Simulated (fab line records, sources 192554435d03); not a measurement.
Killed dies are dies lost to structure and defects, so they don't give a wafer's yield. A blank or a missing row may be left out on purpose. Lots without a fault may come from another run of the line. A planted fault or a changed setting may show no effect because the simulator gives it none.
fab line records | flow n5_finfet
record lots=20 wafers=60 last_day=17
route steps=1938 shown BEOL_M8@1369 BEOL_M9@1404
lots that met no fault: from a run of the same line without faults
start_h: hours from the record's first day to the start of the lot's first wafer shown | wait_h: hours since the lot's step before | " the same as in the row above | L1.1+2: a row that stands for several wafers | - no value, or no start given | * or withheld: withheld | < > ~ a bound
route shown NAME@n: a module of which the file shows steps, and the number in the route of the first | usual: mean/standard deviation of fault-free wafers | same: alike in all rows | chamber/n: place in a boat | sites: the reading at each site | _std_site: their standard deviation | _edge_site: outer sites' mean less inner sites' | radius_mm: how far each site lies from the wafer's centre | mask NAME#n: copy n | behind: the tool/chamber that last shaped the wafer | hold: why the lot was held/for how many hours/how that ended | device: the transistor (n, p or np) that didn't switch | end of line: the same wafers' tests at the end of the route | a step without rows: its recipe alone | killed: dies lost to structure and defects at the first sort, not the wafer's yield | map: a wafer's dies, x killed, . not, _ none there
set.NAME: the setting as run; set.NAME@STEP: as run at that earlier step | model.NAME: the simulator's own value behind a step, which no gauge read
steps of the route over a sample of lots; a table a step, a row a wafer
services: from which hour (start_h, from the record's first day; less than 0 if before it) a tool's chamber was out of use, for how many hours, and why
## steps
# step N5_BEOL_M8_ETCH_72
# recipe chemistry=N2/H2 target=underlayer target_depth_a=65 mask_material=CAR-EUV time_s=5.2 ion_energy_ev=200 pressure_mtorr=30 source_w=840 bias_w=150 n2_flow_sccm=200 h2_flow_sccm=200 ends=cleared
# usual bias_w=149.9/0.46 drypump_motor_current_A=5.59/0.28 etch_rf_on_time_s=5.27/0.17 n2_flow_sccm=199.9/0.6 oes_product_au=0.68/0.071 rf_vpp_V=522.7/2.2 showerhead_plenum_p_Torr=2.50/0.065 throttle_valve_pct=17.9/0.34
# columns lot.wafer tool chamber start_h wait_h bias_w drypump_motor_current_A etch_rf_on_time_s n2_flow_sccm oes_product_au rf_hours_counter_h rf_vpp_V showerhead_plenum_p_Torr throttle_valve_pct
L074.3 rie_diel-03 0 192.79 0.0 149.3 5.10 4.99 200.1 0.59 244 524.2 2.62 17.8
L074.4 " 3 " " 150.2 5.96 5.48 200.0 0.61 171 523.1 2.53 17.8
L074.5 " 2 " " 150.3 5.71 5.35 200.6 0.74 - 525.5 2.56 17.5
L075.1 rie_diel-02 2 202.91 0.0 149.7 5.69 5.16 200.3 0.60 224 524.2 2.51 18.2
L075.2 " 1 " " 149.8 5.18 5.27 200.9 0.63 141 519.8 2.45 18.3
L075.3 " 0 " " 150.6 5.65 5.51 200.7 0.59 222 519.6 2.45 18.4
L076.2 rie_diel-02 0 210.91 0.0 150.3 5.71 5.51 200.3 0.60 225 519.1 2.44 18.4
L076.3 " 3 " " 149.4 5.76 5.13 199.9 0.79 22 522.8 2.52 18.0
L076.6 " 3 " " 149.2 5.74 5.12 199.2 0.78 - 520.0 2.52 18.0
L077.1 rie_diel-03 2 212.10 0.0 149.7 5.69 5.41 200.1 0.74 59 526.0 2.56 17.5
L077.3 " 3 " " 149.3 5.90 5.51 199.5 0.61 178 525.2 2.52 17.8
L077.6 " 3 " " 149.7 5.91 5.51 199.8 0.60 - 524.2 2.52 17.8
L078.1 rie_diel-02 1 215.69 0.0 150.1 5.21 5.20 200.3 0.64 144 521.7 2.45 18.4
L078.5 " 2 " " 150.3 5.68 5.06 200.0 0.60 - 522.8 2.50 18.2
L078.6 " 3 " " 149.8 5.78 5.07 200.2 0.77 - 521.7 2.52 18.0
L079.3 rie_diel-02 1 220.52 0.0 149.8 5.20 5.25 199.5 0.63 146 522.1 2.45 18.3
L079.4 " 2 " " 149.6 5.69 5.09 200.6 0.60 231 523.7 2.50 18.2
L079.5 " 3 " " 150.2 5.75 5.13 200.3 0.77 - 525.6 2.52 18.0
L080.2 rie_diel-03 2 224.13 0.0 149.8 5.71 5.36 199.7 0.73 64 525.5 2.56 17.5
L080.4 " 3 " " 150.0 5.91 5.47 198.6 0.60 - 525.5 2.52 17.8
L080.6 " 2 " " 149.6 5.70 5.30 199.4 0.73 - 523.8 2.56 17.5
L081.2 rie_diel-03 0 246.75 0.0 150.4 5.11 4.97 200.2 0.83 2 526.0 2.61 17.4
L081.3 " 3 " " 149.6 5.91 5.46 200.3 0.61 191 524.4 2.52 17.8
L081.4 " 1 " " 150.1 5.20 5.27 199.7 0.65 142 525.0 2.41 17.6
L082.2 rie_diel-03 0 253.36 0.0 149.5 5.08 5.04 200.0 0.81 6 526.5 2.61 17.4
L082.3 " 3 " " 149.9 5.95 5.48 200.2 0.59 194 521.3 2.52 17.8
L082.6 " 0 " " 149.3 5.09 5.08 200.3 0.79 - 525.5 2.61 17.4
L085.2 rie_diel-02 0 261.63 0.0 149.3 5.71 5.62 199.9 0.57 240 521.9 2.44 18.4
L085.3 " 3 " " 150.5 5.76 5.15 200.5 0.75 41 522.2 2.51 18.0
L085.6 " 1 " " 149.2 5.21 5.27 200.4 0.63 - 519.9 2.44 18.4
L083.1 rie_diel-06 3 264.00 0.0 149.6 5.92 5.25 200.1 0.57 243 520.1 2.39 18.0
L083.4 " 2 " " 149.5 5.56 5.04 199.0 0.71 98 522.8 2.58 18.1
L083.5 " 0 " " 149.9 6.05 5.47 199.2 0.70 - 521.8 2.46 17.6
L086.1 rie_diel-02 1 279.02 0.0 149.5 5.22 5.21 200.4 0.62 165 520.6 2.44 18.4
L086.3 " 0 " " 150.4 5.69 5.56 200.7 0.58 247 520.3 2.44 18.5
L086.4 " 1 " " 149.8 5.19 5.24 200.5 0.62 - 521.9 2.44 18.4
L087.1 rie_diel-02 1 282.01 0.0 149.8 5.23 5.29 198.4 0.61 167 523.6 2.44 18.4
L087.2 " 0 " " 150.2 5.69 5.60 200.6 0.58 249 518.6 2.43 18.5
L087.3 " 3 " " 149.9 5.74 5.17 200.6 0.74 49 522.6 2.51 18.1
L089.2 rie_diel-06 2 290.49 0.0 150.0 5.56 5.07 200.0 0.71 107 526.2 2.58 18.1
L089.5 " 1 " " 149.3 5.40 5.10 200.2 0.73 - 526.1 2.58 17.7
L089.6 " 0 " " 150.1 6.03 5.41 199.9 0.69 - 523.1 2.46 17.6
L092.2 rie_diel-02 2 309.01 0.0 149.1 5.70 4.98 200.7 0.81 6 524.1 2.49 17.8
L092.4 " 1 " " 149.6 5.25 5.23 199.6 0.62 - 519.1 2.43 18.4
L092.5 " 2 " " 149.4 5.69 5.01 199.2 0.80 - 521.5 2.49 17.7
L094.2 rie_diel-02 1 318.26 0.0 149.7 5.25 5.27 199.1 0.61 180 520.6 2.43 18.4
L094.4 " 3 " " 149.8 5.77 5.12 199.6 0.73 - 521.2 2.50 18.1
L094.6 " 1 " " 149.7 5.20 5.22 198.5 0.60 - 521.2 2.43 18.4
L093.3 rie_diel-03 0 319.35 0.0 149.7 5.10 5.05 200.7 0.76 29 524.4 2.60 17.4
L093.5 " 3 " " 149.8 5.92 5.46 199.8 0.58 - 522.4 2.51 17.9
L093.6 " 0 " " 149.7 5.08 5.00 199.9 0.76 - 523.0 2.60 17.4
L095.1 rie_diel-03 0 324.54 0.0 150.4 5.09 5.09 200.3 0.76 31 525.6 2.60 17.4
L095.2 " 1 " " 149.8 5.24 5.30 200.2 0.63 169 520.5 2.40 17.6
L095.4 " 3 " " 149.5 5.87 5.46 200.5 0.58 218 522.6 2.51 17.9
L097.2 rie_diel-06 3 333.28 0.0 149.4 5.93 5.25 200.3 0.78 9 528.8 2.70 17.5
L097.5 " 2 " " 150.1 5.54 5.03 198.9 0.68 - 524.0 2.57 18.2
L097.6 " 3 " " 149.6 5.95 5.29 201.3 0.78 - 528.0 2.71 17.6
L096.1 rie_diel-03 2 333.32 0.0 150.4 5.70 5.34 200.5 0.69 98 525.0 2.54 17.6
L096.5 " 1 " " 149.8 5.23 5.34 199.4 0.63 - 520.9 2.40 17.6
L096.6 " 2 " " 150.0 5.70 5.34 200.7 0.69 - 524.9 2.54 17.6
# step N5_BEOL_M8_TRENCH_ETCH_37
# recipe chemistry=C4F6/O2 target_depth_a=934.78 target=SiCOH_lowk time_s=31.2 ion_energy_ev=250 pressure_mtorr=30 source_w=345 bias_w=185 Ar_flow_sccm=300 C4F6_flow_sccm=10 O2_flow_sccm=10
# usual bias_w=185.0/0.56 drypump_motor_current_A=5.59/0.28 oes_product_au=0.79/0.083 rf_vpp_V=667/20 showerhead_plenum_p_Torr=2.79/0.076 throttle_valve_pct=20.90/0.29
# columns lot.wafer tool chamber start_h wait_h bias_w drypump_motor_current_A oes_product_au rf_hours_counter_h rf_vpp_V showerhead_plenum_p_Torr throttle_valve_pct
L074.3 rie_diel-03 0 - - 184.7 5.09 0.68 244 676 2.93 20.88
L074.4 " 3 " " 184.9 5.92 0.72 171 651 2.82 20.75
L074.5 " 2 " " 185.1 5.71 0.88 - 694 2.89 20.74
L075.1 rie_diel-02 2 - - 184.4 5.68 0.70 224 651 2.78 20.99
L075.2 " 1 " " 184.6 5.24 0.75 141 689 2.77 21.60
L075.3 " 0 " " 184.3 5.70 0.69 222 626 2.69 21.04
L076.2 rie_diel-02 0 - - 185.3 5.68 0.70 225 626 2.69 21.07
L076.3 " 3 " " 184.3 5.76 0.92 22 680 2.79 20.84
L076.6 " 3 " " 184.7 5.77 0.92 - 679 2.79 20.83
L077.1 rie_diel-03 2 - - 184.8 5.72 0.87 59 691 2.89 20.76
L077.3 " 3 " " 185.9 5.90 0.72 178 651 2.81 20.77
L077.6 " 3 " " 186.6 5.89 0.71 - 652 2.81 20.75
L078.1 rie_diel-02 1 - - 186.1 5.24 0.74 144 688 2.77 21.61
L078.5 " 2 " " 184.5 5.70 0.69 - 651 2.78 21.02
L078.6 " 3 " " 185.6 5.75 0.91 - 679 2.79 20.85
L079.3 rie_diel-02 1 - - 185.3 5.22 0.75 146 690 2.77 21.62
L079.4 " 2 " " 184.7 5.69 0.70 231 651 2.78 21.01
L079.5 " 3 " " 185.0 5.76 0.91 - 680 2.79 20.85
L080.2 rie_diel-03 2 - - 185.7 5.71 0.86 65 691 2.89 20.76
L080.4 " 3 " " 185.1 5.92 0.71 - 651 2.81 20.78
L080.6 " 2 " " 186.0 5.72 0.86 - 691 2.89 20.78
L081.2 rie_diel-03 0 - - 184.6 5.11 0.96 3 675 2.92 20.49
L081.3 " 3 " " 185.2 5.86 0.71 191 651 2.81 20.78
L081.4 " 1 " " 184.1 5.24 0.77 142 681 2.72 20.70
L082.2 rie_diel-03 0 - - 184.8 5.09 0.94 6 676 2.92 20.52
L082.3 " 3 " " 185.9 5.96 0.72 195 652 2.81 20.78
L082.6 " 0 " " 185.1 5.09 0.94 - 677 2.92 20.52
L085.2 rie_diel-02 0 - - 185.1 5.68 0.68 241 624 2.68 21.07
L085.3 " 3 " " 184.8 5.77 0.87 41 679 2.78 20.86
L085.6 " 1 " " 184.8 5.20 0.74 - 688 2.77 21.62
L083.1 rie_diel-06 3 - - 185.0 5.92 0.69 243 638 2.68 21.10
L083.4 " 2 " " 184.2 5.53 0.83 99 647 2.88 20.93
L083.5 " 0 " " 186.0 6.01 0.83 - 664 2.73 20.53
L086.1 rie_diel-02 1 - - 184.6 5.24 0.73 165 689 2.76 21.65
L086.3 " 0 " " 184.9 5.70 0.68 247 626 2.68 21.08
L086.4 " 1 " " 184.7 5.21 0.74 - 689 2.76 21.64
L087.1 rie_diel-02 1 - - 184.3 5.21 0.73 167 688 2.76 21.63
L087.2 " 0 " " 184.8 5.69 0.68 249 626 2.68 21.10
L087.3 " 3 " " 184.2 5.74 0.87 49 680 2.78 20.88
L089.2 rie_diel-06 2 - - 184.7 5.54 0.82 107 649 2.87 20.92
L089.5 " 1 " " 186.1 5.42 0.84 - 662 2.88 20.88
L089.6 " 0 " " 184.6 6.05 0.81 - 663 2.73 20.55
L092.2 rie_diel-02 2 - - 185.1 5.70 0.93 6 651 2.76 20.62
L092.4 " 1 " " 185.6 5.22 0.72 - 689 2.76 21.66
L092.5 " 2 " " 185.0 5.68 0.94 - 651 2.77 20.62
L094.2 rie_diel-02 1 - - 184.8 5.22 0.72 180 687 2.76 21.67
L094.4 " 3 " " 183.9 5.74 0.84 - 680 2.77 20.90
L094.6 " 1 " " 185.2 5.25 0.72 - 688 2.76 21.64
L093.3 rie_diel-03 0 - - 184.8 5.10 0.89 29 676 2.91 20.56
L093.5 " 3 " " 185.2 5.90 0.70 - 651 2.80 20.82
L093.6 " 0 " " 185.2 5.09 0.89 - 676 2.91 20.53
L095.1 rie_diel-03 0 - - 184.6 5.11 0.89 31 675 2.91 20.56
L095.2 " 1 " " 185.3 5.22 0.75 169 681 2.70 20.76
L095.4 " 3 " " 184.6 5.92 0.69 218 650 2.80 20.83
L097.2 rie_diel-06 3 - - 185.1 5.93 0.92 9 648 3.02 20.72
L097.5 " 2 " " 185.5 5.54 0.80 - 649 2.86 20.97
L097.6 " 3 " " 184.4 5.94 0.92 - 647 3.02 20.70
L096.1 rie_diel-03 2 - - 184.2 5.70 0.82 98 690 2.87 20.82
L096.5 " 1 " " 185.2 5.22 0.74 - 681 2.70 20.77
L096.6 " 2 " " 184.5 5.72 0.82 - 691 2.87 20.81
# step N5_BEOL_M8_ETCH_41
# recipe chemistry=CH3F/O2 target=SiCN target_depth_a=319 taper_deg=2 time_s=57.8 ion_energy_ev=120 mask_material=TiN pressure_mtorr=30 source_w=395 bias_w=75 Ar_flow_sccm=150 CH3F_flow_sccm=30 O2_flow_sccm=20
# usual bias_w=75.01/0.2 drypump_motor_current_A=5.59/0.28 oes_product_au=0.79/0.082 rf_vpp_V=296.6/1.3 showerhead_plenum_p_Torr=1.96/0.055 throttle_valve_pct=16.30/0.26
# columns lot.wafer tool chamber start_h wait_h bias_w drypump_motor_current_A oes_product_au rf_hours_counter_h rf_vpp_V showerhead_plenum_p_Torr throttle_valve_pct
L074.3 rie_diel-03 0 - - 75.39 5.08 0.69 244 298.9 2.06 16.33
L074.4 " 3 " " 74.86 5.96 0.73 171 296.7 1.98 16.20
L074.5 " 2 " " 75.11 5.71 0.89 - 298.1 2.04 16.13
L075.1 rie_diel-02 2 - - 75.29 5.69 0.70 224 296.7 1.95 16.46
L075.2 " 1 " " 75.12 5.23 0.75 141 297.5 1.94 16.87
L075.3 " 0 " " 74.72 5.69 0.70 222 296.0 1.88 16.53
L076.2 rie_diel-02 0 - - 74.91 5.71 0.70 225 294.4 1.88 16.52
L076.3 " 3 " " 74.96 5.75 0.91 22 298.1 1.96 16.17
L076.6 " 3 " " 75.17 5.76 0.92 - 296.2 1.96 16.16
L077.1 rie_diel-03 2 - - 75.06 5.72 0.87 59 297.2 2.03 16.16
L077.3 " 3 " " 75.07 5.86 0.72 178 296.4 1.97 16.25
L077.6 " 3 " " 75.12 5.92 0.71 - 298.7 1.97 16.23
L078.1 rie_diel-02 1 - - 74.86 5.17 0.75 144 295.4 1.94 16.87
L078.5 " 2 " " 75.27 5.68 0.70 - 296.7 1.95 16.47
L078.6 " 3 " " 74.93 5.75 0.92 - 296.8 1.96 16.17
L079.3 rie_diel-02 1 - - 75.03 5.22 0.73 146 294.7 1.94 16.87
L079.4 " 2 " " 74.90 5.66 0.69 231 297.9 1.95 16.46
L079.5 " 3 " " 75.33 5.72 0.89 - 296.2 1.96 16.16
L080.2 rie_diel-03 2 - - 74.90 5.72 0.86 65 298.3 2.03 16.15
L080.4 " 3 " " 75.10 5.91 0.72 - 297.7 1.97 16.24
L080.6 " 2 " " 75.11 5.73 0.87 - 297.2 2.03 16.17
L081.2 rie_diel-03 0 - - 75.10 5.07 0.95 3 298.1 2.05 15.84
L081.3 " 3 " " 74.63 5.89 0.71 191 296.3 1.97 16.24
L081.4 " 1 " " 75.29 5.22 0.77 142 295.2 1.91 16.20
L082.2 rie_diel-03 0 - - 75.00 5.06 0.94 6 298.8 2.05 15.86
L082.3 " 3 " " 75.11 5.90 0.71 195 297.8 1.97 16.26
L082.6 " 0 " " 75.10 5.08 0.94 - 299.0 2.05 15.85
L085.2 rie_diel-02 0 - - 74.86 5.67 0.67 241 296.3 1.88 16.54
L085.3 " 3 " " 74.82 5.75 0.88 41 297.5 1.95 16.21
L085.6 " 1 " " 74.88 5.23 0.74 - 294.8 1.93 16.89
L083.1 rie_diel-06 3 - - 74.96 5.93 0.68 243 295.4 1.89 16.60
L083.4 " 2 " " 74.74 5.54 0.82 99 297.2 2.02 16.27
L083.5 " 0 " " 75.14 6.05 0.84 - 295.5 1.93 16.03
L086.1 rie_diel-02 1 - - 75.26 5.18 0.73 165 295.3 1.93 16.88
L086.3 " 0 " " 74.67 5.70 0.67 247 296.0 1.88 16.55
L086.4 " 1 " " 75.15 5.22 0.72 - 295.5 1.93 16.90
L087.1 rie_diel-02 1 - - 74.68 5.23 0.73 167 294.8 1.93 16.90
L087.2 " 0 " " 75.29 5.69 0.67 249 294.2 1.87 16.57
L087.3 " 3 " " 75.14 5.76 0.87 49 294.4 1.95 16.23
L089.2 rie_diel-06 2 - - 75.11 5.54 0.81 107 297.8 2.02 16.29
L089.5 " 1 " " 74.98 5.41 0.83 - 297.5 2.03 16.25
L089.6 " 0 " " 75.23 6.06 0.81 - 295.4 1.92 16.06
L092.2 rie_diel-02 2 - - 75.28 5.71 0.93 6 296.1 1.94 16.01
L092.4 " 1 " " 74.84 5.20 0.72 - 296.1 1.93 16.90
L092.5 " 2 " " 75.16 5.67 0.93 - 296.1 1.94 16.03
L094.2 rie_diel-02 1 - - 75.30 5.21 0.72 180 295.1 1.93 16.92
L094.4 " 3 " " 75.18 5.73 0.84 - 296.6 1.94 16.25
L094.6 " 1 " " 74.75 5.23 0.72 - 296.6 1.93 16.92
L093.3 rie_diel-03 0 - - 75.13 5.09 0.88 29 298.1 2.04 15.90
L093.5 " 3 " " 75.16 5.90 0.70 - 297.4 1.96 16.29
L093.6 " 0 " " 75.08 5.10 0.88 - 298.2 2.04 15.90
L095.1 rie_diel-03 0 - - 75.00 5.09 0.88 31 298.5 2.04 15.90
L095.2 " 1 " " 75.44 5.23 0.75 169 294.2 1.90 16.25
L095.4 " 3 " " 74.74 5.89 0.70 218 295.8 1.96 16.32
L097.2 rie_diel-06 3 - - 75.05 5.96 0.92 9 300.9 2.13 16.12
L097.5 " 2 " " 75.07 5.55 0.79 - 295.4 2.01 16.33
L097.6 " 3 " " 74.97 5.95 0.92 - 298.8 2.13 16.15
L096.1 rie_diel-03 2 - - 74.96 5.71 0.82 98 297.7 2.02 16.22
L096.5 " 1 " " 74.82 5.24 0.75 - 294.9 1.90 16.26
L096.6 " 2 " " 74.85 5.72 0.82 - 299.5 2.02 16.22
# step N5_BEOL_M8_DEP_56
# recipe material=SiCN target_thk_a=100 temp_c=withheld precursor=3MS/NH3 pressure_torr=3 rf_w=202 time_s=17.5
# usual showerhead_plenum_p_Torr=3.663/0.012 showerhead_vpp_V=861/26 throttle_valve_pct=9.1/0.49
# columns lot.wafer tool chamber start_h wait_h showerhead_plenum_p_Torr showerhead_vpp_V throttle_valve_pct
L074.3 pecvd-02 0 196.88 0.0 3.654 869 8.9
L074.4 " 2 " " 3.647 844 8.6
L074.5 " 1 " " 3.655 856 9.6
L075.1 pecvd-03 1 206.39 0.1 3.681 847 9.7
L075.2 " 1 " " 3.683 834 9.9
L075.3 " 1 " " 3.677 839 9.7
L076.2 pecvd-02 1 214.23 0.0 3.655 842 9.4
L076.3 " 2 " " 3.654 834 8.5
L076.6 " 1 " " 3.656 874 9.8
L077.1 pecvd-02 0 215.19 0.0 3.671 851 9.2
L077.3 " 1 " " 3.662 863 9.4
L077.6 " 1 " " 3.655 849 9.4
L078.1 pecvd-04 0 218.37 0.0 3.677 837 9.1
L078.5 " 0 " " 3.672 842 8.9
L078.6 " 1 " " 3.671 848 9.5
L079.3 pecvd-03 1 222.92 0.0 3.668 864 10.0
L079.4 " 0 " " 3.656 855 9.0
L079.5 " 1 " " 3.670 845 9.7
L080.2 pecvd-02 2 228.55 0.0 3.641 827 8.7
L080.4 " 2 " " 3.633 840 8.6
L080.6 " 1 " " 3.649 836 9.6
L081.2 pecvd-04 1 249.36 0.0 3.670 824 9.5
L081.3 " 0 " " 3.676 829 8.9
L081.4 " 1 " " 3.682 849 9.7
L082.2 pecvd-03 1 257.93 0.0 3.671 830 9.5
L082.3 " 2 " " 3.657 909 8.7
L082.6 " 2 " " 3.662 930 8.7
L085.2 pecvd-02 2 264.38 0.0 3.643 859 8.5
L085.3 " 0 " " 3.660 864 9.4
L085.6 " 2 " " 3.644 848 8.7
L083.1 pecvd-02 0 266.85 0.0 3.659 878 9.2
L083.4 " 0 " " 3.663 864 9.1
L083.5 " 2 " " 3.646 842 8.5
L086.1 pecvd-04 2 283.64 0.0 3.674 881 8.6
L086.3 " 1 " " 3.688 837 9.6
L086.4 " 0 " " 3.671 835 9.1
L087.1 pecvd-04 0 286.12 0.0 3.681 842 9.1
L087.2 " 1 " " 3.681 840 9.4
L087.3 " 2 " " 3.672 896 8.4
L089.2 pecvd-02 0 294.40 0.0 3.657 874 9.3
L089.5 " 2 " " 3.651 839 8.7
L089.6 " 1 " " 3.648 859 9.8
L092.2 pecvd-02 2 313.18 0.0 3.640 837 8.5
L092.4 " 0 " " 3.657 881 9.6
L092.5 " 2 " " 3.641 838 8.4
L094.2 pecvd-02 0 321.27 0.0 3.662 891 9.3
L094.4 " 2 " " 3.639 844 8.5
L094.6 " 0 " " 3.662 882 9.3
L093.3 pecvd-02 0 323.62 0.0 3.649 871 9.2
L093.5 " 2 " " 3.648 842 8.6
L093.6 " 0 " " 3.659 879 9.3
L095.1 pecvd-03 2 327.89 0.0 3.668 911 8.6
L095.2 " 1 " " 3.670 859 10.0
L095.4 " 0 " " 3.678 856 9.3
L097.2 pecvd-03 2 336.76 0.0 3.659 932 8.7
L097.5 " 0 " " 3.674 850 9.1
L097.6 " 2 " " 3.661 910 8.4
L096.1 pecvd-02 0 336.92 0.0 3.661 879 9.5
L096.5 " 2 " " 3.647 831 8.6
L096.6 " 1 " " 3.657 871 9.8
# step N5_BEOL_M9_PECVD_70
# recipe material=SiO2 target_thk_a=200 temp_c=400 precursor=TEOS/O2 pressure_torr=5.5 rf_w=450 teos_flow_sccm=53.8 gas=O2 flow_sccm=3000 time_s=22.7
# usual heater_power_w=728/98 showerhead_plenum_p_Torr=8.81/0.067 showerhead_vpp_V=1291/47 throttle_valve_pct=22.8/1.1
# columns lot.wafer tool chamber start_h wait_h heater_power_w showerhead_plenum_p_Torr showerhead_vpp_V throttle_valve_pct
L074.3 pecvd-04 0 197.64 0.0 772 8.83 1248 22.3
L074.4 " 0 " " 757 8.84 1233 22.2
L074.5 " 2 " " 773 8.84 1344 21.1
L075.1 pecvd-02 2 207.22 0.0 627 8.67 1267 20.7
L075.2 " 1 " " 840 8.73 1250 23.9
L075.3 " 0 " " 770 8.74 1311 22.6
L076.2 pecvd-01 0 214.99 0.0 771 8.93 1384 24.4
L076.3 " 1 " " 675 8.84 1287 22.3
L076.6 " 2 " " 695 8.84 1313 23.4
L077.1 pecvd-02 2 215.95 0.0 616 8.69 1221 21.0
L077.3 " 0 " " 774 8.74 1315 23.0
L077.6 " 1 " " 894 8.74 1292 24.0
L078.1 pecvd-02 2 219.13 0.0 540 8.69 1214 20.7
L078.5 " 0 " " 772 8.77 1317 22.8
L078.6 " 2 " " 549 8.67 1243 20.6
L079.3 pecvd-02 0 223.68 0.0 681 8.74 1300 23.0
L079.4 " 1 " " 781 8.76 1241 23.8
L079.5 " 0 " " 701 8.76 1319 22.8
L080.2 pecvd-02 1 229.30 0.0 722 8.74 1270 23.8
L080.4 " 2 " " 542 8.71 1244 21.0
L080.6 " 1 " " 732 8.72 1272 23.6
L081.2 pecvd-04 2 250.12 0.0 777 8.81 1327 21.3
L081.3 " 1 " " 587 8.83 1253 23.4
L081.4 " 0 " " 780 8.80 1261 22.1
L082.2 pecvd-04 1 258.69 0.0 676 8.83 1242 23.6
L082.3 " 2 " " 744 8.82 1314 20.9
L082.6 " 2 " " 745 8.84 1318 21.0
L085.2 pecvd-04 1 265.34 0.0 598 8.84 1232 23.6
L085.3 " 2 " " 677 8.82 1324 21.2
L085.6 " 2 " " 688 8.85 1338 21.5
L083.1 pecvd-01 0 267.66 0.0 805 8.91 1387 24.6
L083.4 " 1 " " 753 8.83 1269 22.2
L083.5 " 2 " " 680 8.83 1341 23.5
L086.1 pecvd-04 2 284.43 0.0 785 8.84 1336 21.4
L086.3 " 0 " " 800 8.83 1244 22.3
L086.4 " 2 " " 791 8.83 1320 21.1
L087.1 pecvd-01 0 286.88 0.0 845 8.92 1375 24.3
L087.2 " 2 " " 654 8.84 1339 23.7
L087.3 " 1 " " 707 8.86 1292 22.6
L089.2 pecvd-02 1 295.49 0.0 864 8.71 1285 24.0
L089.5 " 1 " " 846 8.75 1282 23.9
L089.6 " 2 " " 601 8.68 1231 21.0
L092.2 pecvd-04 0 313.94 0.0 854 8.84 1248 22.4
L092.4 " 2 " " 773 8.84 1314 21.4
L092.5 " 0 " " 865 8.80 1237 22.5
L094.2 pecvd-02 2 322.03 0.0 603 8.69 1234 21.3
L094.4 " 2 " " 595 8.71 1251 21.0
L094.6 " 1 " " 888 8.74 1280 23.8
L093.3 pecvd-01 1 324.38 0.0 643 8.85 1296 22.4
L093.5 " 2 " " 582 8.83 1342 23.7
L093.6 " 1 " " 654 8.82 1308 22.7
L095.1 pecvd-01 0 328.65 0.0 827 8.91 1408 24.5
L095.2 " 2 " " 692 8.82 1325 23.7
L095.4 " 1 " " 733 8.85 1280 22.3
L097.2 pecvd-04 0 337.52 0.0 864 8.81 1247 22.4
L097.5 " 1 " " 600 8.85 1255 23.6
L097.6 " 0 " " 846 8.83 1237 22.0
L096.1 pecvd-02 2 337.68 0.0 560 8.71 1233 20.9
L096.5 " 1 " " 876 8.75 1261 24.0
L096.6 " 2 " " 559 8.70 1226 21.3
# step N5_BEOL_M9_HM_DEP_02
# recipe material=TiN target_thk_a=200 temp_c=25 chamber_pressure_pa=0.49996
# usual chamber_pressure_pa=0.5000/0.0011 throttle_valve_pct=29.8/0.74
# columns lot.wafer tool chamber start_h wait_h chamber_pressure_pa throttle_valve_pct
L074.3 pvd_sputter-02 - 197.88 0.2 0.5006 29.7
L074.4 " - " " 0.5019 30.5
L074.5 " - " " 0.4997 29.8
L075.1 pvd_sputter-02 - 207.57 0.3 0.5005 30.5
L075.2 " - " " 0.4993 28.5
L075.3 " - " " 0.5000 29.9
L076.2 pvd_sputter-01 - 215.99 1.0 0.5008 29.6
L076.3 " - " " 0.4995 28.8
L076.6 " - " " 0.4996 28.8
L077.1 pvd_sputter-03 - 216.29 0.3 0.4992 30.1
L077.3 " - " " 0.4995 31.3
L077.6 " - " " 0.5010 29.5
L078.1 pvd_sputter-03 - 221.15 2.0 0.5012 30.3
L078.5 " - " " 0.5002 30.9
L078.6 " - " " 0.4995 29.2
L079.3 pvd_sputter-02 - 224.70 1.0 0.5002 30.3
L079.4 " - " " 0.4999 29.9
L079.5 " - " " 0.4998 29.7
L080.2 pvd_sputter-02 - 230.86 1.5 0.5017 28.5
L080.4 " - " " 0.5003 29.5
L080.6 " - " " 0.4996 29.0
L081.2 pvd_sputter-03 - 250.71 0.6 0.4995 29.4
L081.3 " - " " 0.5010 31.1
L081.4 " - " " 0.4987 30.1
L082.2 pvd_sputter-03 - 259.05 0.3 0.5000 30.8
L082.3 " - " " 0.4982 29.4
L082.6 " - " " 0.5009 30.5
L085.2 pvd_sputter-02 - 265.66 0.3 0.4986 29.7
L085.3 " - " " 0.5018 28.5
L085.6 " - " " 0.5000 30.3
L083.1 pvd_sputter-03 - 268.84 1.2 0.4997 29.6
L083.4 " - " " 0.4991 31.1
L083.5 " - " " 0.5006 29.4
L086.1 pvd_sputter-02 - 286.44 2.0 0.4985 28.5
L086.3 " - " " 0.4984 29.7
L086.4 " - " " 0.5004 29.9
L087.1 pvd_sputter-02 - 287.04 0.1 0.4999 28.5
L087.2 " - " " 0.4977 29.5
L087.3 " - " " 0.4996 30.7
L089.2 pvd_sputter-01 - 298.51 3.0 0.5003 28.8
L089.5 " - " " 0.4987 29.7
L089.6 " - " " 0.4999 29.9
L092.2 pvd_sputter-03 - 314.98 1.0 0.5014 30.5
L092.4 " - " " 0.4998 31.0
L092.5 " - " " 0.4995 29.5
L094.2 pvd_sputter-01 - 323.04 1.0 0.5010 29.8
L094.4 " - " " 0.4994 29.8
L094.6 " - " " 0.4981 28.8
L093.3 pvd_sputter-03 - 325.49 1.1 0.5004 29.5
L093.5 " - " " 0.5014 29.3
L093.6 " - " " 0.5006 31.2
L095.1 pvd_sputter-03 - 329.79 1.1 0.4990 30.3
L095.2 " - " " 0.4995 29.3
L095.4 " - " " 0.4985 30.7
L097.2 pvd_sputter-02 - 339.66 2.1 0.5005 30.6
L097.5 " - " " 0.4998 29.6
L097.6 " - " " 0.4995 30.6
L096.1 pvd_sputter-02 - 339.86 2.2 0.4990 28.4
L096.5 " - " " 0.4990 28.9
L096.6 " - " " 0.5013 30.3
## services
# columns tool chamber start_h hours kind
pecvd-03 - 169.69 2.8 pm
rie_diel-06 - 174.34 14.6 pm
pecvd-04 - 175.90 0.9 repair
pecvd-01 - 186.49 2.8 pm
rie_diel-02 - 198.01 0.6 repair
rie_diel-02 1 204.08 6.8 repair
rie_diel-02 - 223.96 2.3 repair
rie_diel-03 2 228.06 8.4 repair
rie_diel-06 2 235.93 8.0 repair
rie_diel-02 0 246.25 4.4 repair
rie_diel-06 3 253.06 2.6 repair
pecvd-02 1 261.67 13.0 repair
pecvd-03 - 262.39 14.6 pm
pecvd-01 - 271.15 6.0 pm
rie_diel-02 2 277.61 - clean
rie_diel-02 2 277.61 - consumable_replace:focus_ring
rie_diel-02 2 277.61 20.2 scheduled_down
rie_diel-02 2 277.61 20.2 vent_cycle
pecvd-03 0 282.40 9.6 repair
pecvd-04 - 307.90 2.5 repair
rie_diel-03 - 308.90 0.2 repair
pecvd-03 2 311.14 10.7 repair
rie_diel-06 3 322.17 1.7 repair
rie_diel-03 2 339.80 2.8 repair
## key
fault none
